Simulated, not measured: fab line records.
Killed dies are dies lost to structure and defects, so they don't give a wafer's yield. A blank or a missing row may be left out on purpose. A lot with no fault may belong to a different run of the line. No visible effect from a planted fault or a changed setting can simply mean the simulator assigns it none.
fab line records -- flow nand_harc -- part 1 of 2: steps 1 to 24 of 33
record lots=5, wafers=15, last_day=30
route steps=1302 shown P_ZERO_WELL@31
lots that met no fault: taken from a fault-free run of the same line
start_h: hours from the record's first day to the start of the lot's first wafer shown -- wait_h: how many hours have passed since the lot's step before this one -- " unchanged from the row above -- L1.1+2: one row covering several wafers at once -- - no value present, or no start provided -- * or withheld: withheld -- < > ~ a bound
route shown NAME@n: a module of which the file shows steps, and the number in the route of the first -- usual: the fault-free wafers' mean and standard deviation -- same: alike in all rows -- chamber/n: place in a boat -- sites: each site's reading -- _std_site: the standard deviation of these -- _edge_site: mean of outer sites minus mean of inner sites -- radius_mm: for every site, how far away it sits from the centre of the wafer -- mask NAME#n: copy n -- behind: the most recent tool/chamber to have shaped the wafer -- hold: the reason the lot was held/the length of the hold in hours/how it ended -- device: transistor that didn't switch, given as n, p or np -- end of line: tests run on the same wafers once the route is complete -- a step with no rows: only its recipe -- killed: dies lost to structure and defects at the first sort, not the wafer's yield -- map: dies across one wafer; x = killed, . = not, _ = none there
set.NAME: setting as actually run; set.NAME@STEP: the setting as run at that earlier step -- model.NAME: the simulator's own value behind a step, which no gauge read
certain route steps with their lots: each step a table, each wafer a row
services: when a tool's chamber went out of use (start_h, in hours from the record's first day, below 0 if earlier), for how many hours, and the reason
## steps
# step NHARC_P_ZERO_WELL_DESCUM_26
# recipe time_s=3, o2_flow_sccm=200, ar_flow_sccm=0, bias_power_w=0, chemistry=O2
# usual drypump_motor_current_A=5.8/0.58, mfc_ar_sccm=0.006/0.0091, oes_product_au=1.001/0.0096, rf_vpp_V=57.8/0.76, showerhead_plenum_p_Torr=1.90/0.066, throttle_valve_pct=11.311/0.0091
# same time_s=3
lot.wafer,tool,chamber,start_h,wait_h,drypump_motor_current_A,mfc_ar_sccm,oes_product_au,rf_hours_counter_h,rf_vpp_V,showerhead_plenum_p_Torr,throttle_valve_pct
L078.4,rie_diel-06,1,62.74,-,6.2,0.009,0.982,27,58.8,1.96,11.316
L078.2,rie_diel-06,2,62.74,-,5.9,0,0.985,29,56.8,1.84,11.318
L078.6,rie_diel-06,2,62.74,-,5.8,0,0.999,-,57.9,1.84,11.321
L079.2,rie_diel-06,1,72.78,-,6.1,0.009,0.982,30,57.7,1.96,11.320
L079.4,rie_diel-06,1,72.78,-,6.2,0.009,0.979,-,57.6,1.96,11.300
L079.6,rie_diel-06,2,72.78,-,5.9,0,0.996,-,58.8,1.84,11.322
L080.1,rie_diel-10,0,82.73,-,5.4,0,0.996,5,57.0,1.89,11.321
L080.3,rie_diel-10,2,82.73,-,5.1,0,0.990,3,57.8,1.86,11.319
L080.6,rie_diel-10,0,82.73,-,5.4,0,0.998,-,57.0,1.89,11.298
L082.4,rie_diel-06,2,102.75,-,5.8,0,1.007,43,57.9,1.83,11.312
L082.1,rie_diel-06,3,102.75,-,5.4,0,1.007,38,59.8,1.91,11.303
L082.5,rie_diel-06,2,102.75,-,5.9,0,1.003,-,58.1,1.83,11.319
L086.2,rie_diel-06,2,142.72,-,5.9,0,1.002,1,58.3,1.83,11.316
L086.6,rie_diel-06,0,142.72,-,6.8,0,1.008,-,57.3,1.88,11.314
L086.5,rie_diel-06,1,142.72,-,6.1,0.009,1.007,-,59.5,1.95,11.307
# step NHARC_P_ZERO_WELL_IMPLANT_27
# recipe energy_kev=600, dose_cm2=1e+13, tilt_deg=7
# usual dose_ions_cm2=9.999e+12/1.1e+10
# same implant_ion_amu=31
lot.wafer,tool,chamber,start_h,wait_h,dose_ions_cm2
L078.2,implanter-01,0,62.92,0.2,1.001e+13
L078.4,implanter-01,0,62.92,0.2,1.0002e+13
L078.6,implanter-01,0,62.92,0.2,1.0019e+13
L079.2,implanter-02,0,72.98,0.2,1.0008e+13
L079.4,implanter-02,0,72.98,0.2,9.988e+12
L079.6,implanter-02,0,72.98,0.2,9.992e+12
L080.1,implanter-02,0,82.88,0.1,9.98e+12
L080.3,implanter-02,0,82.88,0.1,9.976e+12
L080.6,implanter-02,0,82.88,0.1,9.992e+12
L082.1,implanter-01,0,102.89,0.1,1.0019e+13
L082.4,implanter-01,0,102.89,0.1,9.997e+12
L082.5,implanter-01,0,102.89,0.1,1.0019e+13
L086.2,implanter-02,0,142.87,0.1,1.0017e+13
L086.5,implanter-02,0,142.87,0.1,9.992e+12
L086.6,implanter-02,0,142.87,0.1,9.998e+12
# step NHARC_P_ZERO_WELL_IMPLANT_57
# recipe energy_kev=250, dose_cm2=4e+12, tilt_deg=7
# usual dose_ions_cm2=4e+12/4.5e+09
# same implant_ion_amu=31
lot.wafer,tool,chamber,start_h,wait_h,dose_ions_cm2
L078.2,implanter-01,0,63.10,0.2,4.009e+12
L078.4,implanter-01,0,63.10,0.2,4e+12
L078.6,implanter-01,0,63.10,0.2,4e+12
L079.2,implanter-02,0,73.16,0.2,4.002e+12
L079.4,implanter-02,0,73.16,0.2,3.998e+12
L079.6,implanter-02,0,73.16,0.2,4.002e+12
L080.1,implanter-02,0,83.06,0.1,3.996e+12
L080.3,implanter-02,0,83.06,0.1,3.993e+12
L080.6,implanter-02,0,83.06,0.1,4.001e+12
L082.1,implanter-01,0,103.07,0.1,4.004e+12
L082.4,implanter-01,0,103.07,0.1,4.009e+12
L082.5,implanter-01,0,103.07,0.1,4.006e+12
L086.2,implanter-02,0,143.05,0.2,4.001e+12
L086.5,implanter-02,0,143.05,0.2,4.003e+12
L086.6,implanter-02,0,143.05,0.2,3.999e+12
# step NHARC_P_ZERO_WELL_IMPLANT_58
# recipe energy_kev=100, dose_cm2=2e+12, tilt_deg=7
# usual dose_ions_cm2=1.9995e+12/1.9e+09
# same implant_ion_amu=75
lot.wafer,tool,chamber,start_h,wait_h,dose_ions_cm2
L078.2,implanter-01,0,63.28,0.2,1.999e+12
L078.4,implanter-01,0,63.28,0.2,2.0029e+12
L078.6,implanter-01,0,63.28,0.2,1.9966e+12
L079.2,implanter-02,0,73.34,0.2,1.999e+12
L079.4,implanter-02,0,73.34,0.2,1.9982e+12
L079.6,implanter-02,0,73.34,0.2,2.0011e+12
L080.1,implanter-02,0,83.24,0.1,1.9996e+12
L080.3,implanter-02,0,83.24,0.1,2.0005e+12
L080.6,implanter-02,0,83.24,0.1,1.9974e+12
L082.1,implanter-01,0,103.25,0.2,1.9999e+12
L082.4,implanter-01,0,103.25,0.2,2.0021e+12
L082.5,implanter-01,0,103.25,0.2,2.0003e+12
L086.2,implanter-02,0,143.23,0.1,2.0009e+12
L086.5,implanter-02,0,143.23,0.1,2.0023e+12
L086.6,implanter-02,0,143.23,0.1,1.998e+12
# step NHARC_P_ZERO_WELL_STRIP_28
# recipe time_s=840, temp_c=130, chemistry=SPM
# usual bath_guard_temp_C=129.9/0.5
# same time_s=840
lot.wafer,tool,chamber,start_h,wait_h,bath_guard_temp_C
L078.4,wet_bench-06,0,63.46,0.1,130.5
L078.2,wet_bench-06,2,63.46,0.1,129.6
L078.6,wet_bench-06,4,63.46,0.1,130.3
L079.4,wet_bench-06,5,73.53,0.1,129.5
L079.6,wet_bench-06,7,73.53,0.1,129.9
L079.2,wet_bench-06,2,73.53,0.1,130.0
L080.3,wet_bench-02,1,83.49,0.2,129.9
L080.6,wet_bench-02,3,83.49,0.2,130.4
L080.1,wet_bench-02,4,83.49,0.2,129.8
L082.4,wet_bench-03,2,103.48,0.1,130.0
L082.1,wet_bench-03,4,103.48,0.1,129.7
L082.5,wet_bench-03,5,103.48,0.1,129.8
L086.2,wet_bench-03,0,143.41,0.2,130.3
L086.6,wet_bench-03,2,143.41,0.2,130.4
L086.5,wet_bench-03,5,143.41,0.2,129.5
# step NHARC_P_ZERO_WELL_DEHYDRATE_29
# recipe temp_c=150, time_s=120
# usual chill_plate_temp_C=23.00/0.1
# same time_s=120
lot.wafer,tool,chamber,start_h,wait_h,chill_plate_temp_C
L078.2,litho_track-03,0,63.80,-,23.04
L078.4,litho_track-03,0,63.80,-,23.01
L078.6,litho_track-03,0,63.80,-,23.00
L079.2,litho_track-03,0,73.86,-,22.90
L079.4,litho_track-03,0,73.86,-,23.05
L079.6,litho_track-03,0,73.86,-,23.08
L080.1,litho_track-07,0,83.81,-,23.14
L080.3,litho_track-07,0,83.81,-,22.94
L080.6,litho_track-07,0,83.81,-,23.06
L082.1,litho_track-02,0,103.80,-,23.13
L082.4,litho_track-02,0,103.80,-,22.94
L082.5,litho_track-02,0,103.80,-,23.17
L086.2,litho_track-03,0,143.74,-,23.19
L086.5,litho_track-03,0,143.74,-,23.14
L086.6,litho_track-03,0,143.74,-,23.18
# step NHARC_P_ZERO_WELL_HMDS_30
# recipe time_s=30
# usual chill_plate_temp_C=23.01/0.12
# same time_s=30
lot.wafer,tool,chamber,start_h,wait_h,chill_plate_temp_C
L078.2,litho_track-03,0,-,-,23.00
L078.4,litho_track-03,0,-,-,23.00
L078.6,litho_track-03,0,-,-,23.07
L079.2,litho_track-03,0,-,-,23.00
L079.4,litho_track-03,0,-,-,23.00
L079.6,litho_track-03,0,-,-,22.90
L080.1,litho_track-07,0,-,-,22.92
L080.3,litho_track-07,0,-,-,22.95
L080.6,litho_track-07,0,-,-,22.92
L082.1,litho_track-02,0,-,-,23.08
L082.4,litho_track-02,0,-,-,23.09
L082.5,litho_track-02,0,-,-,23.23
L086.2,litho_track-03,0,-,-,23.05
L086.5,litho_track-03,0,-,-,23.10
L086.6,litho_track-03,0,-,-,22.91
# step NHARC_P_ZERO_WELL_COAT_31
# recipe spin_rpm=withheld
# usual chill_plate_temp_C=23.02/0.11
lot.wafer,tool,chamber,start_h,wait_h,chill_plate_temp_C
L078.2,litho_track-03,0,-,-,23.01
L078.4,litho_track-03,0,-,-,22.96
L078.6,litho_track-03,0,-,-,22.98
L079.2,litho_track-03,0,-,-,22.95
L079.4,litho_track-03,0,-,-,23.08
L079.6,litho_track-03,0,-,-,23.08
L080.1,litho_track-07,0,-,-,23.00
L080.3,litho_track-07,0,-,-,23.19
L080.6,litho_track-07,0,-,-,23.12
L082.1,litho_track-02,0,-,-,22.97
L082.4,litho_track-02,0,-,-,22.99
L082.5,litho_track-02,0,-,-,23.00
L086.2,litho_track-03,0,-,-,23.07
L086.5,litho_track-03,0,-,-,23.10
L086.6,litho_track-03,0,-,-,22.95
# step NHARC_P_ZERO_WELL_SOFTBAKE_32
# recipe temp_c=122, time_s=95
# usual chill_plate_temp_C=22.97/0.11
# same time_s=95
lot.wafer,tool,chamber,start_h,wait_h,chill_plate_temp_C
L078.2,litho_track-03,0,-,-,23.05
L078.4,litho_track-03,0,-,-,23.31
L078.6,litho_track-03,0,-,-,23.03
L079.2,litho_track-03,0,-,-,22.94
L079.4,litho_track-03,0,-,-,23.00
L079.6,litho_track-03,0,-,-,23.03
L080.1,litho_track-07,0,-,-,22.98
L080.3,litho_track-07,0,-,-,23.07
L080.6,litho_track-07,0,-,-,23.03
L082.1,litho_track-02,0,-,-,22.77
L082.4,litho_track-02,0,-,-,22.90
L082.5,litho_track-02,0,-,-,22.84
L086.2,litho_track-03,0,-,-,22.95
L086.5,litho_track-03,0,-,-,23.10
L086.6,litho_track-03,0,-,-,22.90
# step NHARC_P_ZERO_WELL_EBR_33
# usual chill_plate_temp_C=22.99/0.095
lot.wafer,tool,chamber,start_h,wait_h,chill_plate_temp_C
L078.2,litho_track-03,0,-,-,23.06
L078.4,litho_track-03,0,-,-,23.11
L078.6,litho_track-03,0,-,-,22.95
L079.2,litho_track-03,0,-,-,22.95
L079.4,litho_track-03,0,-,-,22.84
L079.6,litho_track-03,0,-,-,22.98
L080.1,litho_track-07,0,-,-,22.93
L080.3,litho_track-07,0,-,-,23.01
L080.6,litho_track-07,0,-,-,22.94
L082.1,litho_track-02,0,-,-,23.10
L082.4,litho_track-02,0,-,-,23.11
L082.5,litho_track-02,0,-,-,23.07
L086.2,litho_track-03,0,-,-,22.96
L086.5,litho_track-03,0,-,-,22.89
L086.6,litho_track-03,0,-,-,22.78
# step NHARC_P_ZERO_WELL_EXPOSE_34
# recipe na=0.6, target_cd_nm=720, dose_mj=22.31, mask_id=P_PWELL
lot.wafer,tool,chamber,start_h,wait_h,mask
L078.2+4+6,krf_scanner-02,0,63.95,-,P_PWELL#0
L079.2+4+6,krf_scanner-02,0,74.01,-,P_PWELL#0
L080.1+3+6,krf_scanner-01,0,84.08,-,P_PWELL#0
L082.1+4+5,krf_scanner-01,0,104.07,-,P_PWELL#0
L086.2+5+6,krf_scanner-03,0,144.02,-,P_PWELL#0
# step NHARC_P_ZERO_WELL_PEB_35
# recipe peb_temp_c=118, peb_time_s=85
# usual chill_plate_temp_C=23.03/0.11
lot.wafer,tool,chamber,start_h,wait_h,chill_plate_temp_C
L078.2,litho_track-07,0,64.01,0.1,23.00
L078.4,litho_track-07,0,64.01,0.1,23.00
L078.6,litho_track-07,0,64.01,0.1,22.95
L079.2,litho_track-07,0,74.07,0.1,23.05
L079.4,litho_track-07,0,74.07,0.1,23.06
L079.6,litho_track-07,0,74.07,0.1,22.94
L080.1,litho_track-03,0,84.14,0.1,23.13
L080.3,litho_track-03,0,84.14,0.1,23.02
L080.6,litho_track-03,0,84.14,0.1,23.10
L082.1,litho_track-07,0,104.14,0.1,22.83
L082.4,litho_track-07,0,104.14,0.1,22.89
L082.5,litho_track-07,0,104.14,0.1,23.01
L086.2,litho_track-07,0,144.08,0.1,23.05
L086.5,litho_track-07,0,144.08,0.1,23.22
L086.6,litho_track-07,0,144.08,0.1,22.87
# step NHARC_P_ZERO_WELL_DEVELOP_36
# recipe time_s=70
# usual chill_plate_temp_C=23.02/0.1
# same time_s=70
lot.wafer,tool,chamber,start_h,wait_h,chill_plate_temp_C
L078.2,litho_track-07,0,-,-,23.16
L078.4,litho_track-07,0,-,-,22.96
L078.6,litho_track-07,0,-,-,23.17
L079.2,litho_track-07,0,-,-,23.11
L079.4,litho_track-07,0,-,-,23.18
L079.6,litho_track-07,0,-,-,23.08
L080.1,litho_track-03,0,-,-,22.98
L080.3,litho_track-03,0,-,-,22.94
L080.6,litho_track-03,0,-,-,23.02
L082.1,litho_track-07,0,-,-,22.96
L082.4,litho_track-07,0,-,-,22.95
L082.5,litho_track-07,0,-,-,23.00
L086.2,litho_track-07,0,-,-,22.97
L086.5,litho_track-07,0,-,-,23.08
L086.6,litho_track-07,0,-,-,23.02
# step NHARC_P_ZERO_WELL_CD_MEAS_37
# recipe target_cd_nm=720, landing_energy_ev=500
# usual cd_nm=719.6/1.6
lot.wafer,tool,chamber,start_h,wait_h,cd_nm
L078.2,cd_sem-01,0,64.10,-,721.2
L078.4,cd_sem-01,0,64.10,-,719.0
L078.6,cd_sem-01,0,64.10,-,719.0
L079.2,cd_sem-01,0,74.17,-,719.4
L079.4,cd_sem-01,0,74.17,-,720.4
L079.6,cd_sem-01,0,74.17,-,716.4
L080.1,cd_sem-01,0,84.23,-,721.2
L080.3,cd_sem-01,0,84.23,-,720.0
L080.6,cd_sem-01,0,84.23,-,720.4
L082.1,cd_sem-02,0,104.23,-,718.0
L082.4,cd_sem-02,0,104.23,-,719.6
L082.5,cd_sem-02,0,104.23,-,717.6
L086.2,cd_sem-02,0,144.17,-,718.5
L086.5,cd_sem-02,0,144.17,-,717.4
L086.6,cd_sem-02,0,144.17,-,718.4
# step NHARC_P_ZERO_WELL_HARDBAKE_38
# recipe temp_c=125, time_s=80
# usual chill_plate_temp_C=22.98/0.096
# same time_s=80
lot.wafer,tool,chamber,start_h,wait_h,chill_plate_temp_C
L078.2,litho_track-02,0,64.18,-,22.86
L078.4,litho_track-02,0,64.18,-,22.78
L078.6,litho_track-02,0,64.18,-,22.87
L079.2,litho_track-03,0,74.25,-,23.01
L079.4,litho_track-03,0,74.25,-,22.96
L079.6,litho_track-03,0,74.25,-,22.93
L080.1,litho_track-07,0,84.31,-,22.86
L080.3,litho_track-07,0,84.31,-,22.96
L080.6,litho_track-07,0,84.31,-,22.96
L082.1,litho_track-02,0,104.31,-,23.03
L082.4,litho_track-02,0,104.31,-,22.91
L082.5,litho_track-02,0,104.31,-,23.06
L086.2,litho_track-03,0,144.25,-,23.00
L086.5,litho_track-03,0,144.25,-,22.99
L086.6,litho_track-03,0,144.25,-,23.11
# step NHARC_P_ZERO_WELL_DESCUM_39
# recipe time_s=3, o2_flow_sccm=200, ar_flow_sccm=0, bias_power_w=0, chemistry=O2
# usual drypump_motor_current_A=5.8/0.6, mfc_ar_sccm=0.007/0.011, oes_product_au=1.003/0.011, rf_vpp_V=57.8/0.84, showerhead_plenum_p_Torr=1.91/0.071, throttle_valve_pct=11.311/0.0091
# same time_s=3
lot.wafer,tool,chamber,start_h,wait_h,drypump_motor_current_A,mfc_ar_sccm,oes_product_au,rf_hours_counter_h,rf_vpp_V,showerhead_plenum_p_Torr,throttle_valve_pct
L078.2,rie_diel-10,3,64.26,-,5.4,0.022,1.016,54,57.8,2.06,11.320
L078.4,rie_diel-10,0,64.26,-,5.4,0,1.023,55,57.7,1.89,11.297
L078.6,rie_diel-10,0,64.26,-,5.4,0,1.030,-,57.8,1.89,11.313
L079.2,rie_diel-01,1,74.34,-,6.4,0.032,1.005,13,56.7,1.85,11.326
L079.4,rie_diel-01,2,74.34,-,4.8,0,1.016,5,58.8,1.92,11.314
L079.6,rie_diel-01,0,74.34,-,6.7,0,1.002,-,58.0,2.02,11.314
L080.3,rie_diel-10,0,84.56,-,5.3,0,1.006,6,57.8,1.89,11.307
L080.1,rie_diel-10,1,84.56,-,5.8,0.019,1.005,4,56.7,1.83,11.315
L080.6,rie_diel-10,1,84.56,-,5.8,0.019,1.012,-,58.3,1.83,11.316
L082.1,rie_diel-01,0,104.39,-,6.7,0,1.005,27,57.8,2.01,11.308
L082.4,rie_diel-01,3,104.39,-,6.2,0,1.018,26,57.8,1.92,11.304
L082.5,rie_diel-01,1,104.39,-,6.3,0.032,1.010,-,57.6,1.85,11.309
L086.2,rie_diel-06,0,144.34,-,6.8,0,0.995,1,57.8,1.88,11.319
L086.5,rie_diel-06,3,144.34,-,5.4,0,0.987,-,57.6,1.90,11.300
L086.6,rie_diel-06,0,144.34,-,6.8,0,1.004,-,58.3,1.88,11.297
# step NHARC_P_ZERO_WELL_IMPLANT_40
# recipe energy_kev=300, dose_cm2=1e+13, tilt_deg=7
# usual dose_ions_cm2=9.997e+12/1e+10
# same implant_ion_amu=11
lot.wafer,tool,chamber,start_h,wait_h,dose_ions_cm2
L078.2,implanter-01,0,64.44,0.2,9.983e+12
L078.4,implanter-01,0,64.44,0.2,9.993e+12
L078.6,implanter-01,0,64.44,0.2,9.988e+12
L079.2,implanter-02,0,74.50,0.2,9.989e+12
L079.4,implanter-02,0,74.50,0.2,9.984e+12
L079.6,implanter-02,0,74.50,0.2,9.982e+12
L080.1,implanter-01,0,84.71,0.1,9.996e+12
L080.3,implanter-01,0,84.71,0.1,1.001e+13
L080.6,implanter-01,0,84.71,0.1,9.988e+12
L082.1,implanter-02,0,104.54,0.1,1.0001e+13
L082.4,implanter-02,0,104.54,0.1,1.0006e+13
L082.5,implanter-02,0,104.54,0.1,1.0001e+13
L086.2,implanter-01,0,144.50,0.2,1.0001e+13
L086.5,implanter-01,0,144.50,0.2,9.984e+12
L086.6,implanter-01,0,144.50,0.2,9.995e+12
# step NHARC_P_ZERO_WELL_IMPLANT_59
# recipe energy_kev=120, dose_cm2=5e+12, tilt_deg=7
# usual dose_ions_cm2=4.999e+12/5.8e+09
# same implant_ion_amu=11
lot.wafer,tool,chamber,start_h,wait_h,dose_ions_cm2
L078.2,implanter-01,0,64.62,0.1,4.999e+12
L078.4,implanter-01,0,64.62,0.1,4.994e+12
L078.6,implanter-01,0,64.62,0.1,4.996e+12
L079.2,implanter-02,0,74.68,0.1,5.004e+12
L079.4,implanter-02,0,74.68,0.1,5.006e+12
L079.6,implanter-02,0,74.68,0.1,5.006e+12
L080.1,implanter-01,0,84.89,0.2,5.007e+12
L080.3,implanter-01,0,84.89,0.2,5.004e+12
L080.6,implanter-01,0,84.89,0.2,4.998e+12
L082.1,implanter-02,0,104.72,0.2,5.002e+12
L082.4,implanter-02,0,104.72,0.2,5e+12
L082.5,implanter-02,0,104.72,0.2,5.003e+12
L086.2,implanter-01,0,144.68,0.1,5.005e+12
L086.5,implanter-01,0,144.68,0.1,4.996e+12
L086.6,implanter-01,0,144.68,0.1,5.008e+12
# step NHARC_P_ZERO_WELL_IMPLANT_60
# recipe energy_kev=30, dose_cm2=2e+12, tilt_deg=7
# usual dose_ions_cm2=2e+12/2.2e+09
# same implant_ion_amu=11
lot.wafer,tool,chamber,start_h,wait_h,dose_ions_cm2
L078.2,implanter-01,0,64.80,0.2,1.9982e+12
L078.4,implanter-01,0,64.80,0.2,1.9998e+12
L078.6,implanter-01,0,64.80,0.2,2.0012e+12
L079.2,implanter-02,0,74.86,0.1,2.0017e+12
L079.4,implanter-02,0,74.86,0.1,2.0002e+12
L079.6,implanter-02,0,74.86,0.1,2e+12
L080.1,implanter-01,0,85.07,0.2,2.0016e+12
L080.3,implanter-01,0,85.07,0.2,2.0003e+12
L080.6,implanter-01,0,85.07,0.2,2.0019e+12
L082.1,implanter-02,0,104.90,0.1,2.0001e+12
L082.4,implanter-02,0,104.90,0.1,2.0001e+12
L082.5,implanter-02,0,104.90,0.1,2.0003e+12
L086.2,implanter-01,0,144.87,0.2,2.0053e+12
L086.5,implanter-01,0,144.87,0.2,2.0043e+12
L086.6,implanter-01,0,144.87,0.2,2.0028e+12
# step NHARC_P_ZERO_WELL_STRIP_41
# recipe time_s=840, temp_c=130, chemistry=SPM
# usual bath_guard_temp_C=130.0/0.53
# same time_s=840
lot.wafer,tool,chamber,start_h,wait_h,bath_guard_temp_C
L078.4,wet_bench-02,2,64.98,0.1,130.9
L078.2,wet_bench-02,4,64.98,0.1,130.0
L078.6,wet_bench-02,7,64.98,0.1,129.3
L079.2,wet_bench-06,3,75.04,0.2,130.4
L079.4,wet_bench-06,4,75.04,0.2,130.6
L079.6,wet_bench-06,7,75.04,0.2,129.9
L080.6,wet_bench-02,0,85.29,0.0,129.5
L080.3,wet_bench-02,1,85.29,0.0,129.8
L080.1,wet_bench-02,4,85.29,0.0,129.8
L082.1,wet_bench-06,6,105.12,0.2,129.7
L082.4,wet_bench-06,7,105.12,0.2,129.9
L082.5,wet_bench-06,1,105.12,0.2,129.0
L086.6,wet_bench-06,0,145.06,0.0,130.6
L086.2,wet_bench-06,3,145.06,0.0,130.6
L086.5,wet_bench-06,4,145.06,0.0,130.6
# step NHARC_P_ZERO_WELL_DEHYDRATE_44
# recipe temp_c=150, time_s=120
# usual chill_plate_temp_C=23.01/0.11
# same time_s=120
lot.wafer,tool,chamber,start_h,wait_h,chill_plate_temp_C
L078.2,litho_track-07,0,65.31,-,23.02
L078.4,litho_track-07,0,65.31,-,22.95
L078.6,litho_track-07,0,65.31,-,23.28
L079.2,litho_track-02,0,75.38,-,23.10
L079.4,litho_track-02,0,75.38,-,22.85
L079.6,litho_track-02,0,75.38,-,22.99
L080.1,litho_track-03,0,85.62,-,22.84
L080.3,litho_track-03,0,85.62,-,23.01
L080.6,litho_track-03,0,85.62,-,23.04
L082.1,litho_track-02,0,105.44,-,23.00
L082.4,litho_track-02,0,105.44,-,22.99
L082.5,litho_track-02,0,105.44,-,23.09
L086.2,litho_track-03,0,145.39,-,22.96
L086.5,litho_track-03,0,145.39,-,23.15
L086.6,litho_track-03,0,145.39,-,23.03
# step NHARC_P_ZERO_WELL_HMDS_45
# recipe time_s=30
# usual chill_plate_temp_C=23.01/0.13
# same time_s=30
lot.wafer,tool,chamber,start_h,wait_h,chill_plate_temp_C
L078.2,litho_track-07,0,-,-,23.07
L078.4,litho_track-07,0,-,-,23.11
L078.6,litho_track-07,0,-,-,22.98
L079.2,litho_track-02,0,-,-,23.05
L079.4,litho_track-02,0,-,-,23.01
L079.6,litho_track-02,0,-,-,22.97
L080.1,litho_track-03,0,-,-,23.06
L080.3,litho_track-03,0,-,-,22.71
L080.6,litho_track-03,0,-,-,23.02
L082.1,litho_track-02,0,-,-,22.79
L082.4,litho_track-02,0,-,-,22.95
L082.5,litho_track-02,0,-,-,22.83
L086.2,litho_track-03,0,-,-,23.26
L086.5,litho_track-03,0,-,-,23.09
L086.6,litho_track-03,0,-,-,23.02
# step NHARC_P_ZERO_WELL_COAT_46
# recipe spin_rpm=withheld
# usual chill_plate_temp_C=22.97/0.11
lot.wafer,tool,chamber,start_h,wait_h,chill_plate_temp_C
L078.2,litho_track-07,0,-,-,22.88
L078.4,litho_track-07,0,-,-,22.92
L078.6,litho_track-07,0,-,-,22.94
L079.2,litho_track-02,0,-,-,22.83
L079.4,litho_track-02,0,-,-,23.04
L079.6,litho_track-02,0,-,-,22.96
L080.1,litho_track-03,0,-,-,23.00
L080.3,litho_track-03,0,-,-,23.21
L080.6,litho_track-03,0,-,-,23.04
L082.1,litho_track-02,0,-,-,22.93
L082.4,litho_track-02,0,-,-,22.94
L082.5,litho_track-02,0,-,-,22.92
L086.2,litho_track-03,0,-,-,22.99
L086.5,litho_track-03,0,-,-,22.86
L086.6,litho_track-03,0,-,-,22.87
# step NHARC_P_ZERO_WELL_SOFTBAKE_47
# recipe temp_c=122, time_s=95
# usual chill_plate_temp_C=23.02/0.1
# same time_s=95
lot.wafer,tool,chamber,start_h,wait_h,chill_plate_temp_C
L078.2,litho_track-07,0,-,-,23.19
L078.4,litho_track-07,0,-,-,23.22
L078.6,litho_track-07,0,-,-,23.09
L079.2,litho_track-02,0,-,-,23.08
L079.4,litho_track-02,0,-,-,22.98
L079.6,litho_track-02,0,-,-,23.15
L080.1,litho_track-03,0,-,-,22.99
L080.3,litho_track-03,0,-,-,23.03
L080.6,litho_track-03,0,-,-,23.02
L082.1,litho_track-02,0,-,-,23.01
L082.4,litho_track-02,0,-,-,23.06
L082.5,litho_track-02,0,-,-,23.09
L086.2,litho_track-03,0,-,-,22.98
L086.5,litho_track-03,0,-,-,22.93
L086.6,litho_track-03,0,-,-,22.78
